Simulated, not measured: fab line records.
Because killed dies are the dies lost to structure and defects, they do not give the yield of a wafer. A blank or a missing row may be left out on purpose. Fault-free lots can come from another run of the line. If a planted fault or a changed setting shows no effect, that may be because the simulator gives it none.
Which of the tools did it? ; flow nandHarc ; Sampling: 24 lots, 72 wafers, 4 of 1302 route steps

== WHAT EACH GAUGE READ, for each wafer ==
NHARC_P_M1_CD_MEAS_16. Usual: cdNm 130.2 nm, standard deviation 1.2.
lot;measured;on;cdNm (nm);flag
L074;day 6 01:44;cdSem-03;132.8 131.6 129.9;
L075;day 6 16:25;cdSem-02;130.4 128.9 128.6;
L076;day 7 00:56;cdSem-03;131.8 132.4 129.4;
L077;day 7 14:00;cdSem-03;131.4 130.8 133.4;
L078;day 7 21:32;cdSem-01;129.4 129.2 128.9;
L079;day 8 12:34;cdSem-02;128.2 129.2 128.2;
L080;day 8 13:43;cdSem-02;130.8 129.4 130.9;
L082;day 9 10:15;cdSem-03;129.6 127.7 129.3;
L081;day 9 11:20;cdSem-03;131.3 129.7 130.2;
L083;day 10 02:44;cdSem-03;129.6 130.0 129.5;
L084;day 10 12:16;cdSem-03;128.6 129.0 129.6;
L085;day 10 18:36;cdSem-02;129.8 128.7 131.2;
L086;day 11 02:54;cdSem-03;128.3 129.7 129.8;
L087;day 12 06:57;cdSem-01;127.7 130.6 130.1;
L088;day 12 09:52;cdSem-01;130.7 128.8 131.0;
L089;day 12 20:53;cdSem-01;131.5 130.9 129.8;
L090;day 12 23:15;cdSem-03;130.3 129.5 129.6;
L091;day 13 10:19;cdSem-01;130.4 133.3 129.8;
L092;day 13 21:39;cdSem-01;129.9 130.7 130.3;
L093;day 14 07:56;cdSem-01;128.7 128.8 130.3;
L094;day 14 13:35;cdSem-01;130.1 131.8 131.2;
L095;day 15 01:17;cdSem-03;127.5 128.6 127.7;
L096;day 15 08:47;cdSem-01;130.6 130.4 131.4;
L097;day 15 21:10;cdSem-02;131.4 131.7 130.1;

== WHICH TOOL RAN EACH LOT (tool, then ch and the chambers of the sampled wafers, then the start) ==
lot;NHARC_P_M0_PRE_CLEAN_29;NHARC_P_M0_PVD_20;NHARC_P_M0_PVD_21
L074;pvdSputter-02, day 6 01:44 or earlier;pvdSputter-02, day 6 01:44 or earlier;pvdSputter-02, day 6 01:44 or earlier
L075;pvdSputter-02, day 6 16:25 or earlier;pvdSputter-02, day 6 16:25 or earlier;pvdSputter-02, day 6 16:25 or earlier
L076;pvdSputter-01, day 7 00:56 or earlier;pvdSputter-01, day 7 00:56 or earlier;pvdSputter-01, day 7 00:56 or earlier
L077;pvdSputter-01, day 7 14:00 or earlier;pvdSputter-01, day 7 14:00 or earlier;pvdSputter-01, day 7 14:00 or earlier
L078;pvdSputter-03, day 7 21:32 or earlier;pvdSputter-03, day 7 21:32 or earlier;pvdSputter-03, day 7 21:32 or earlier
L079;pvdSputter-02, day 8 12:34 or earlier;pvdSputter-02, day 8 12:34 or earlier;pvdSputter-02, day 8 12:34 or earlier
L080;pvdSputter-01, day 8 13:43 or earlier;pvdSputter-01, day 8 13:43 or earlier;pvdSputter-01, day 8 13:43 or earlier
L082;pvdSputter-01, day 9 10:15 or earlier;pvdSputter-01, day 9 10:15 or earlier;pvdSputter-01, day 9 10:15 or earlier
L081;pvdSputter-03, day 9 11:20 or earlier;pvdSputter-03, day 9 11:20 or earlier;pvdSputter-03, day 9 11:20 or earlier
L083;pvdSputter-03, day 10 02:44 or earlier;pvdSputter-03, day 10 02:44 or earlier;pvdSputter-03, day 10 02:44 or earlier
L084;pvdSputter-02, day 10 12:16 or earlier;pvdSputter-02, day 10 12:16 or earlier;pvdSputter-02, day 10 12:16 or earlier
L085;pvdSputter-02, day 10 18:36 or earlier;pvdSputter-02, day 10 18:36 or earlier;pvdSputter-02, day 10 18:36 or earlier
L086;pvdSputter-02, day 11 02:54 or earlier;pvdSputter-02, day 11 02:54 or earlier;pvdSputter-02, day 11 02:54 or earlier
L087;pvdSputter-01, day 12 06:57 or earlier;pvdSputter-01, day 12 06:57 or earlier;pvdSputter-01, day 12 06:57 or earlier
L088;pvdSputter-01, day 12 09:52 or earlier;pvdSputter-01, day 12 09:52 or earlier;pvdSputter-01, day 12 09:52 or earlier
L089;pvdSputter-02, day 12 20:53 or earlier;pvdSputter-02, day 12 20:53 or earlier;pvdSputter-02, day 12 20:53 or earlier
L090;pvdSputter-03, day 12 23:15 or earlier;pvdSputter-03, day 12 23:15 or earlier;pvdSputter-03, day 12 23:15 or earlier
L091;pvdSputter-01, day 13 10:19 or earlier;pvdSputter-01, day 13 10:19 or earlier;pvdSputter-01, day 13 10:19 or earlier
L092;pvdSputter-02, day 13 21:39 or earlier;pvdSputter-02, day 13 21:39 or earlier;pvdSputter-02, day 13 21:39 or earlier
L093;pvdSputter-01, day 14 07:56 or earlier;pvdSputter-01, day 14 07:56 or earlier;pvdSputter-01, day 14 07:56 or earlier
L094;pvdSputter-02, day 14 13:35 or earlier;pvdSputter-02, day 14 13:35 or earlier;pvdSputter-02, day 14 13:35 or earlier
L095;pvdSputter-02, day 15 01:17 or earlier;pvdSputter-02, day 15 01:17 or earlier;pvdSputter-02, day 15 01:17 or earlier
L096;pvdSputter-01, day 15 08:47 or earlier;pvdSputter-01, day 15 08:47 or earlier;pvdSputter-01, day 15 08:47 or earlier
L097;pvdSputter-01, day 15 21:10 or earlier;pvdSputter-01, day 15 21:10 or earlier;pvdSputter-01, day 15 21:10 or earlier
- NHARC_P_M0_PRE_CLEAN_29: time 30 s.
- NHARC_P_M0_PVD_20: deposits TaN, target thk 5 nm, time 8.06 s.
- NHARC_P_M0_PVD_21: deposits Cu, target thk 30 nm, time 20.49 s.

== WHAT THE TOOLS THEMSELVES READ (means of the sampled wafers that have a number; where no wafer has one, the mark that the record gives instead) ==
NHARC_P_M0_PRE_CLEAN_29. Usual: heaterPowerW 390 W, standard deviation 23.
lot;tool;heaterPowerW (W);flag
L074;pvdSputter-02;403;
L075;pvdSputter-02;381;
L076;pvdSputter-01;377;
L077;pvdSputter-01;391;
L078;pvdSputter-03;401;
L079;pvdSputter-02;382;
L080;pvdSputter-01;386;
L082;pvdSputter-01;390;
L081;pvdSputter-03;400;
L083;pvdSputter-03;401;
L084;pvdSputter-02;391;
L085;pvdSputter-02;402;
L086;pvdSputter-02;390;
L087;pvdSputter-01;372;
L088;pvdSputter-01;395;
L089;pvdSputter-02;406;
L090;pvdSputter-03;403;
L091;pvdSputter-01;377;
L092;pvdSputter-02;389;
L093;pvdSputter-01;377;
L094;pvdSputter-02;400;
L095;pvdSputter-02;400;
L096;pvdSputter-01;389;
L097;pvdSputter-01;386;

NHARC_P_M0_PVD_20. Usual: throttleValvePct 30.0 %, standard deviation 1.3.
lot;tool;throttleValvePct (%);flag
L074;pvdSputter-02;30.0;
L075;pvdSputter-02;30.7;
L076;pvdSputter-01;29.4;
L077;pvdSputter-01;29.7;
L078;pvdSputter-03;30.4;
L079;pvdSputter-02;30.1;
L080;pvdSputter-01;29.6;
L082;pvdSputter-01;31.1;
L081;pvdSputter-03;30.3;
L083;pvdSputter-03;29.2;
L084;pvdSputter-02;30.3;
L085;pvdSputter-02;30.4;
L086;pvdSputter-02;30.3;
L087;pvdSputter-01;29.3;
L088;pvdSputter-01;29.7;
L089;pvdSputter-02;30.3;
L090;pvdSputter-03;29.2;
L091;pvdSputter-01;29.1;
L092;pvdSputter-02;30.8;
L093;pvdSputter-01;30.2;
L094;pvdSputter-02;30.2;
L095;pvdSputter-02;30.3;
L096;pvdSputter-01;29.4;
L097;pvdSputter-01;31.3;

NHARC_P_M0_PVD_21. Usual: throttleValvePct 30.0 %, standard deviation 1.3.
lot;tool;throttleValvePct (%);flag
L074;pvdSputter-02;30.5;
L075;pvdSputter-02;30.6;
L076;pvdSputter-01;30.2;
L077;pvdSputter-01;28.7;
L078;pvdSputter-03;30.1;
L079;pvdSputter-02;30.2;
L080;pvdSputter-01;29.6;
L082;pvdSputter-01;31.2;
L081;pvdSputter-03;29.3;
L083;pvdSputter-03;29.5;
L084;pvdSputter-02;30.8;
L085;pvdSputter-02;30.1;
L086;pvdSputter-02;30.6;
L087;pvdSputter-01;29.5;
L088;pvdSputter-01;30.3;
L089;pvdSputter-02;30.1;
L090;pvdSputter-03;29.9;
L091;pvdSputter-01;29.9;
L092;pvdSputter-02;30.4;
L093;pvdSputter-01;28.4;
L094;pvdSputter-02;30.6;
L095;pvdSputter-02;30.6;
L096;pvdSputter-01;28.5;
L097;pvdSputter-01;28.5;

== THE ANSWER, worked out from the rows above alone ==
Rule: a lot counts as off when the mean over its wafers that have a number is more than 3 standard deviations away from the usual mean. A lot without any number at a reading at which 4 lots or more have one is off too. Where the step has rows for the other lots, those lots are counted as sound. After the gauges, taken in route order, come the tools' own readings; for these a lot's mean is taken, as printed above. At the first step where some lot is off, the reading lying furthest off is the one used; lots without a number count as furthest.
None of the lots is off at any reading shown; this tells nothing.

== WHAT WAS PUT IN BY THE SIMULATOR ==
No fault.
